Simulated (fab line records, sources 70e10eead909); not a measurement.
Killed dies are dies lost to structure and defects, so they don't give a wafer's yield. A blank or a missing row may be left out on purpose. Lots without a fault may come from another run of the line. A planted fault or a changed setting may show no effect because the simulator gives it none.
fab line records | flow nand_harc
record lots=5 wafers=15 last_day=31
route steps=1302 shown A_WL_FILL@953 A_CONTACT@983 END@1302
lots that met no fault: from a run of the same line without faults
start_h: hours from the record's first day to the start of the lot's first wafer shown | wait_h: hours since the lot's step before | " the same as in the row above | L1.1+2: a row that stands for several wafers | - no value, or no start given | * or withheld: withheld | < > ~ a bound
route shown NAME@n: a module of which the file shows steps, and the number in the route of the first | usual: mean/standard deviation of fault-free wafers | same: alike in all rows | chamber/n: place in a boat | sites: the reading at each site | _std_site: their standard deviation | _edge_site: outer sites' mean less inner sites' | radius_mm: how far each site lies from the wafer's centre | mask NAME#n: copy n | behind: the tool/chamber that last shaped the wafer | hold: why the lot was held/for how many hours/how that ended | device: the transistor (n, p or np) that didn't switch | end of line: the same wafers' tests at the end of the route | a step without rows: its recipe alone | killed: dies lost to structure and defects at the first sort, not the wafer's yield | map: a wafer's dies, x killed, . not, _ none there
set.NAME: the setting as run; set.NAME@STEP: as run at that earlier step | model.NAME: the simulator's own value behind a step, which no gauge read
lots at some steps of the route; a table a step, a row a wafer
services: from which hour (start_h, from the record's first day; less than 0 if before it) a tool's chamber was out of use, for how many hours, and why
## steps
# step NHARC_A_WL_FILL_RTA_01
# recipe temp_c=1000 time_s=5
# usual lamp_power_pct=27.9/1.7 wafer_temp_C_max=1003.0/0.77
# columns lot.wafer tool chamber start_h wait_h lamp_power_pct wafer_temp_C_max
L417.2 rtp_anneal-02 0 478.50 - 29.9 1003.3
L417.4 " 0 " " 29.9 1003.6
L417.5 " 0 " " 29.9 1004.8
L421.1 rtp_anneal-02 0 494.40 - 29.9 1003.4
L421.4 " 0 " " 29.9 1003.2
L421.6 " 0 " " 29.9 1003.4
L422.1 rtp_anneal-01 0 512.01 - 26.5 1003.0
L422.2 " 0 " " 26.5 1002.3
L422.4 " 0 " " 26.5 1002.1
L432.1 rtp_anneal-01 0 626.28 - 26.5 1002.2
L432.3 " 0 " " 26.5 1002.3
L432.6 " 0 " " 26.5 1002.4
L435.2 rtp_anneal-02 0 631.82 - 29.9 1004.6
L435.5 " 0 " " 29.9 1002.3
L435.6 " 0 " " 29.9 1004.5
# step NHARC_A_WL_FILL_ALD_02
# recipe target_thk_a=20 pulse_time_s=3 ald_cycles=100 temp_c=450 material=TiN
# usual heater_power_w=1073/110 precursor_pulse_height_rel=0.998/0.02 susceptor_temp_C=449.96/0.24
# same ald_cycles=100 pulse_time_s=3
# columns lot.wafer tool chamber start_h wait_h heater_power_w precursor_pulse_height_rel susceptor_temp_C
L417.4 ald_metal-03 1 478.72 0.1 1091 1.019 449.71
L417.2 " 2 " " 962 0.987 449.70
L417.5 " 1 " " 1086 1.010 449.86
L421.4 ald_metal-03 3 494.65 0.1 1263 0.954 449.72
L421.1 " 0 " " 1193 0.990 450.19
L421.6 " 2 " " 957 0.979 450.24
L422.1 ald_metal-04 0 512.40 0.3 1064 1.037 450.12
L422.4 " 1 " " 958 0.977 449.69
L422.2 " 2 " " 1157 1.003 450.03
L432.3 ald_metal-03 0 626.53 0.2 1161 0.954 449.51
L432.1 " 1 " " 1100 0.978 450.33
L432.6 " 0 " " 1210 1.015 449.75
L435.2 ald_metal-03 0 632.09 0.2 1179 1.000 450.03
L435.5 " 2 " " 971 0.998 449.88
L435.6 " 3 " " 1144 1.028 450.09
# step NHARC_A_WL_FILL_CVD_03
# recipe target_thk_a=400 temp_c=300 pressure_torr=40 wf6_flow_sccm=40 h2_flow_sccm=1600 ar_flow_sccm=1560 time_s=279 material=W
# step NHARC_A_WL_FILL_ETCHBACK_04
# recipe target_depth_a=600 time_s=120 chemistry=NF3
# usual chamber_pressure_mTorr=300.00/0.27 drypump_motor_current_A=5.9/0.45 oes_product_au=1.005/0.014
# columns lot.wafer tool chamber start_h wait_h chamber_pressure_mTorr drypump_motor_current_A oes_product_au rf_hours_counter_h
L417.2 rie_metal-03 1 479.49 0.3 299.96 6.1 0.989 2.0
L417.4 " 1 " " 300.29 6.1 0.998 -
L417.5 " 1 " " 299.93 6.1 0.984 -
L421.1 rie_metal-01 0 495.43 0.3 300.10 5.1 1.002 1.6
L421.4 " 1 " " 299.97 6.4 1.015 -
L421.6 " 0 " " 299.83 5.0 1.005 -
L422.2 rie_metal-01 1 513.21 0.3 299.82 6.3 1.017 2.1
L422.1 " 0 " " 300.20 5.0 1.007 2.1
L422.4 " 1 " " 300.34 6.4 1.013 -
L432.1 rie_metal-01 0 627.32 0.3 300.17 5.1 1.013 0.6
L432.3 " 0 " " 300.13 5.1 1.006 -
L432.6 " 0 " " 300.24 5.0 0.999 -
L435.2 rie_metal-03 1 632.85 0.3 299.98 6.1 0.983 2.0
L435.5 " 0 " " 300.47 5.8 1.009 -
L435.6 " 1 " " 299.88 6.1 0.986 -
# step NHARC_A_WL_FILL_ETCHBACK_05
# recipe target_depth_a=220 time_s=60 temp_c=40 chemistry=Cl2/BCl3
# usual chamber_pressure_mTorr=10.000/0.0095 drypump_motor_current_A=5.9/0.45 oes_product_au=1.004/0.013
# columns lot.wafer tool chamber start_h wait_h chamber_pressure_mTorr drypump_motor_current_A oes_product_au rf_hours_counter_h
L417.2 rie_metal-03 1 479.75 0.2 9.995 6.1 0.987 2.1
L417.4 " 0 " " 10.006 5.8 0.994 -
L417.5 " 1 " " 10.000 6.1 0.985 -
L421.1 rie_metal-01 0 495.67 0.2 10.002 5.0 0.999 1.7
L421.4 " 0 " " 10.000 5.0 0.995 -
L421.6 " 1 " " 9.991 6.4 1.029 -
L422.2 rie_metal-01 1 513.45 0.2 9.984 6.4 1.023 2.2
L422.1 " 0 " " 9.991 5.1 1.014 2.2
L422.4 " 1 " " 9.990 6.4 1.021 -
L432.1 rie_metal-01 1 627.57 0.2 9.997 6.3 1.007 0.7
L432.3 " 1 " " 9.991 6.4 0.994 -
L432.6 " 1 " " 9.987 6.4 1.009 -
L435.2 rie_metal-03 1 633.06 0.2 10.001 6.1 0.988 2.1
L435.6 " 1 " " 10.004 6.1 0.993 -
L435.5 " 0 " " 10.005 5.8 1.025 -
# step NHARC_A_WL_FILL_STRIP_27
# recipe power_w=1500 temp_c=250 time_s=20 chemistry=N2/H2
# step NHARC_A_WL_FILL_STRIP_28
# recipe time_s=1200 temp_c=72.5 chemistry=post_etch_residue_remover
# step NHARC_A_WL_FILL_PRECLEAN_06
# recipe time_s=300 chemistry=DIW
# step NHARC_A_WL_FILL_SRD_07
# step NHARC_A_WL_FILL_ANNEAL_08
# recipe temp_c=450 time_s=1800
# step NHARC_A_WL_FILL_ALD_10
# recipe target_thk_a=500 pulse_time_s=10 ald_cycles=500 temp_c=300 material=SiO2
# usual heater_power_w=463/42 precursor_pulse_height_rel=0.999/0.02 susceptor_temp_C=299.99/0.18
# same ald_cycles=500 pulse_time_s=10
# columns lot.wafer tool chamber start_h wait_h heater_power_w precursor_pulse_height_rel susceptor_temp_C
L417.4 ald_hk-04 1 485.78 0.6 473 0.964 299.72
L417.2 " 2 " " 397 1.042 299.76
L417.5 " 0 487.32 2.1 479 1.005 300.22
L421.4 ald_hk-02 1 503.53 0.6 419 1.002 300.22
L421.1 " 2 " " 493 1.015 299.93
L421.6 " 1 505.61 2.6 423 1.015 299.84
L422.2 ald_hk-02 0 520.39 0.1 480 1.000 299.76
L422.4 " 2 522.43 2.1 503 1.018 299.87
L422.1 " 3 523.45 3.1 518 0.982 300.09
L432.1 ald_hk-02 1 634.54 1.0 417 0.947 -
L432.3 " 3 635.55 2.0 491 0.975 -
L432.6 " 2 637.07 3.5 487 0.975 -
L435.2 ald_hk-04 3 639.12 0.1 463 1.004 -
L435.6 " 3 641.13 2.1 459 1.008 -
L435.5 " 0 " " 469 0.967 -
# step NHARC_A_WL_FILL_ETCHBACK_16
# recipe target_depth_a=1200 time_s=24 c4f8_flow_sccm=withheld o2_flow_sccm=8 ar_flow_sccm=withheld rf_w=600 bias_w=800 chemistry=C4F8/O2/Ar
# usual bias_w=800.1/2.5 chamber_pressure_mTorr=25.000/0.022 oes_product_au=0.98/0.033 rf_vpp_V=723/4
# columns lot.wafer tool chamber start_h wait_h bias_w chamber_pressure_mTorr oes_product_au rf_hours_counter_h rf_vpp_V
L417.2 rie_diel-13 3 - - 797.8 25.015 0.99 3.7 724
L417.4 " 0 " " 800.3 25.011 1.03 3.6 724
L417.5 " 2 " " 799.8 25.003 1.01 - 718
L421.4 rie_diel-12 2 - - 799.5 24.990 1.01 1.8 720
L421.1 " 0 " " 799.3 25.029 0.99 1.7 725
L421.6 " 2 " " 800.9 25.008 1.01 - 721
L422.4 rie_diel-12 0 - - 801.0 25.017 0.93 2.3 724
L422.1 " 1 " " 805.2 24.987 0.92 2.6 716
L422.2 " 3 " " 802.9 24.983 0.94 2.1 722
L432.1 rie_diel-13 3 - - 797.2 24.975 0.97 2.2 724
L432.3 " 1 " " 799.9 24.990 0.97 1.9 728
L432.6 " 0 " " 799.4 25.011 1.00 - 724
L435.2 rie_diel-06 3 - - 800.2 24.999 0.91 6.3 727
L435.6 " 3 " " 797.6 25.007 0.91 - 727
L435.5 " 0 " " 799.7 25.004 0.92 - 729
# step NHARC_A_WL_FILL_STRIP_29
# recipe time_s=20 o2_flow_sccm=500 ar_flow_sccm=0 bias_w=0 chemistry=O2
# step NHARC_A_WL_FILL_ETCHBACK_17
# recipe target_depth_a=40 time_s=26.7 chemistry=Cl2/BCl3
# step NHARC_A_WL_FILL_PRECLEAN_18
# recipe time_s=30 chemistry=dHF
# step NHARC_A_WL_FILL_SRD_21
# step NHARC_A_WL_FILL_CVD_23
# recipe target_thk_a=400 temp_c=620 pressure_mtorr=200 time_s=800 material=poly-Si
# step NHARC_A_WL_FILL_ETCHBACK_26
# recipe target_depth_a=520 time_s=13.3 hbr_flow_sccm=150 rf_w=350 icp_w=350 bias_w=60 chemistry=HBr
# step NHARC_A_WL_FILL_PRECLEAN_30
# recipe time_s=10 chemistry=dHF
# step NHARC_A_WL_FILL_SRD_14
# step NHARC_A_WL_FILL_ALD_19
# recipe target_thk_a=20 pulse_time_s=3 ald_cycles=100 temp_c=450 material=TiN
# step NHARC_A_WL_FILL_CVD_20
# recipe target_thk_a=1000 temp_c=400 pressure_torr=40 wf6_flow_sccm=40 h2_flow_sccm=1600 ar_flow_sccm=1560 time_s=74 material=W
# step NHARC_A_WL_FILL_CMP_12
# recipe t_overpolish_s=30 target_thk_nm=100
# step NHARC_A_WL_FILL_SRD_31
# step NHARC_A_CONTACT_DEP_24
# recipe target_thk_a=5000 temp_c=400 pressure_torr=6.5 rf_w=900 teos_flow_sccm=161.4 flow_sccm=2650 target_thk_nm=500 gas=O2 material=SiO2
# step NHARC_A_CONTACT_DEP_28
# recipe target_thk_a=70000 temp_c=400 material=aC
# step NHARC_A_CONTACT_DEP_29
# recipe target_thk_a=1000 target_thk_nm=100 temp_c=400 pressure_torr=3.5 flow_sccm=200 rf_w=350 material=SiON
# step NHARC_A_CONTACT_DEHYDRATE_32
# recipe temp_c=150 time_s=120
# step NHARC_A_CONTACT_HMDS_33
# recipe time_s=30
# step NHARC_A_CONTACT_COAT_34
# recipe temp_c=260 time_s=75
# step NHARC_A_CONTACT_COAT_35
# recipe temp_c=225 time_s=65
# step NHARC_A_CONTACT_COAT_36
# recipe spin_rpm=1500 resist_thk_nm=90
# step NHARC_A_CONTACT_SOFTBAKE_37
# recipe temp_c=105 time_s=55
# step NHARC_A_CONTACT_EBR_38
# step NHARC_A_CONTACT_EXPOSE_39
# recipe na=1.35 sigma_outer=0.8 dose_mj=58.79 mask_id=A_CC_3
# step NHARC_END_SORT_01
# recipe temp_c=25
# usual killed_at_array=56/17 killed_at_other=0.9/1.2 killed_at_periphery=3.9/2.5 killed_dies=61/17 killed_open=3.2/1.8 killed_short=2.7/1.7
# same gross_dies=677
# columns lot.wafer tool chamber start_h wait_h killed_at_array killed_at_other killed_at_periphery killed_dies killed_open killed_short
L417.2 prober-02 0 586.40 2.8 79 3 3 85 4 6
L417.4 prober-02 0 588.01 3.4 58 4 4 66 0 6
L417.5 prober-02 0 588.82 3.7 70 1 6 77 5 1
L432.6 prober-01 0 735.37 4.0 111 0 0 111 5 2
# killed by level:class
L417.2 A_CHANNEL_HOLE_D1:chamber_film_flake=40 A_SLIT:chamber_film_flake=21 A_CHANNEL_HOLE_D2:chamber_film_flake=5 A_STAIRCASE:chamber_film_flake=3 A_CHANNEL_FILL_D2:geometric_particle:open=2 THIN_TSV:chamber_film_flake=2 P_CONTACT:geometric_particle:open=1 A_DECK1_JOINT:geometric_particle:short=1
L417.4 A_CHANNEL_HOLE_D1:chamber_film_flake=28 A_SLIT:chamber_film_flake=13 A_CHANNEL_HOLE_D2:chamber_film_flake=7 THIN_TSV:chamber_film_flake=4 A_WL_FILL:geometric_particle:short=3 P_BONDPAD:chamber_film_flake=3 A_CONTACT:chamber_film_flake=3 P_M1:geometric_particle:short=1
L417.5 A_CHANNEL_HOLE_D1:chamber_film_flake=32 A_SLIT:chamber_film_flake=25 A_CHANNEL_HOLE_D2:chamber_film_flake=5 A_M0:geometric_particle:open=3 P_GATE:chamber_film_flake=3 P_BONDPAD:chamber_film_flake=2 A_WL_FILL:chamber_film_flake=2 A_DECK1_JOINT:geometric_particle:open=1
L432.6 A_WL_FILL:unspecified=59 A_CHANNEL_HOLE_D1:chamber_film_flake=27 A_CHANNEL_HOLE_D2:chamber_film_flake=10 A_SLIT:chamber_film_flake=5 A_ONON_D2:geometric_particle:open=2 A_M0:geometric_particle:open=2 A_CHANNEL_FILL_D2:geometric_particle:short=1 A_WL_FILL:geometric_particle:short=1
# map L432.6 (x killed, . not)
____________.____________
_________......._________
_______..........._______
______.............______
_____.x............._____
____...........x.....____
____..xxx............____
___xx.x.x.............___
___.xxxxx.............___
__.x..xx.x....x........__
__..xx.x...............__
_...xxx.x..............._
_.x.xxxx.x...x...x......_
_...x.xx.xx............._
_......x................_
_......................._
.........................
.........................
.........................
.....................x...
.................xxx.xx..
_..................xxxx._
_...............xxxxxxx._
_................xxxxxxx_
_...............xxxxxxxx_
_..x...........xxxxxxxx._
__.....x.........xxxxxx__
__...............xxxxxx__
___...............xxx.___
___...............xxxx___
____.............x.xx____
____..............xxx____
_____...........x.x._____
______...........xx______
_______..........._______
_________......._________
____________.____________
# map L421.1 (x killed, . not)
____________.____________
_________......._________
_______..........._______
______x.x..........______
_____x.xxxxx........_____
____xxxxx..x..x.x..x.____
____xxxxxxx..........____
___.xxxxxxx......x....___
___xxxxxxxx...........___
__x.xx.xxx.x.......x...__
__.xxxxx...............__
_.x.xxxxx....x.........._
_.xx.xxx........x......._
_...xx.xx..............._
_............x.........._
_.....x................._
.....................x...
.........................
....x...............x....
.....................x...
.....x...................
_..x..........x......x.._
_x.............x..x....._
_......................._
_...............x......._
_......................._
__.....................__
__.....................__
___...................___
___...................___
____.................____
____.................____
_____..............._____
______.............______
_______..........._______
_________......._________
____________.____________
## services
# columns tool chamber start_h hours kind
ald_metal-04 - 474.00 10.0 pm
rie_diel-06 - 482.71 1.6 repair
rie_diel-06 - 484.33 9.0 pm
rie_diel-13 - 519.00 9.0 pm
rie_metal-03 - 519.00 9.0 pm
rie_metal-03 0 519.00 9.0 vent_cycle
rie_metal-03 1 519.00 9.0 vent_cycle
rie_metal-03 0 528.00 - clean
rie_metal-03 1 528.00 - clean
rie_diel-12 0 553.32 9.2 repair
rie_diel-06 1 560.64 4.2 repair
ald_metal-03 - 568.00 10.0 pm
ald_metal-03 0 568.00 10.0 vent_cycle
rie_diel-12 2 572.40 10.1 repair
rie_metal-01 - 575.00 9.0 pm
rie_metal-01 0 575.00 9.0 vent_cycle
rie_metal-01 1 575.00 9.0 vent_cycle
rie_metal-01 0 584.00 - clean
rie_metal-01 1 584.00 - clean
rie_diel-12 - 601.09 12.4 repair
ald_hk-04 - 612.52 10.0 pm
rie_diel-13 0 617.02 3.6 repair
rie_diel-12 - 622.40 9.0 pm
rie_diel-13 3 641.70 7.4 repair
## key
first_sign step=NHARC_END_SORT_01 reading=killed_at_array direction=up sigmas=3.2 usual=56 struck=111
effect step=NHARC_END_SORT_01 reading=killed_dies direction=up sigmas=2.9 usual=61 struck=111
more_kills_born_at NHARC_A_WL_FILL_ALD_10@ald_hk-02=59
met_at NHARC_A_WL_FILL_ALD_10
struck_wafers L432.6
tester_left_out L432
onset_between 520.39 634.54
fault kind=chamber_particle_source tool=ald_hk-02 chamber=2 onset_h=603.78 steps=NHARC_A_WL_FILL_ALD_10 rate_per_visit_cm2=0.54991 end_h=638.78
# tester_left_out: of these lots the tester's yield and bins aren't shown, on N5 and GAA mostly nor the transistor test; their killed dies are dies lost to structure and defects alone, not to doping, threshold or leakage, so they don't give the yield
